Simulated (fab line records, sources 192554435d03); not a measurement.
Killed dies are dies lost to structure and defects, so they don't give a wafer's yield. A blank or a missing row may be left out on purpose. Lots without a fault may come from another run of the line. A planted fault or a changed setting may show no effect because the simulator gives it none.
Chamber matching | flow n5_finfet | N5_MOL_CONTACT_COAG_ETCH_124 on rie_diel-05: 4 sister chambers
The step etches SiNx in CH3F/O2, stops on SiOC, target depth 6.5 nm. 4 wafers are shown with their chamber, then 8 later ones without.

WAFERS WITH THEIR CHAMBER
wafer  | chamber | showerhead_plenum_p_Torr (Torr)
L079.6 | 3       | 2.06
L081.3 | 2       | 1.89
L081.4 | 1       | 1.99
L082.1 | 0       | 1.88

WAFERS WITHOUT THEIR CHAMBER
wafer  | showerhead_plenum_p_Torr (Torr)
L082.2 | 1.99
L082.6 | 2.06
L092.2 | 2.05
L092.4 | 1.88
L092.6 | 2.05
L095.3 | 2.13
L095.5 | 1.98
L095.6 | 2.05

WHICH CHAMBER EACH WENT THROUGH
wafer  | from the rows above     | in truth
L082.2 | 1                       | 1
L082.6 | 3                       | 3
L092.2 | can't be placed: 3 or 1 | 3
L092.4 | can't be placed: 0 or 2 | 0
L092.6 | can't be placed: 3 or 1 | 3
L095.3 | 3                       | 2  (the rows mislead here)
L095.5 | 1                       | 1
L095.6 | can't be placed: 3 or 1 | 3
Placed correctly: 3 of 8. Can't be placed from these rows: 4 (the true chamber is among the candidates in 4). Placed wrongly: 1.
How it was worked out, from the rows above alone: a wafer's distance from a chamber is the root of the sum, over the readings, of the square of ((its reading less the chamber's mean) divided by the reading's scatter). The wafer belongs to the nearest chamber; if the next one is less than 2 further off, it can't be placed. A chamber's mean is the mean of its shown wafers. The scatter: with one shown wafer a chamber, the root of the mean of the squares of how far each hidden wafer lies from its nearest shown one.
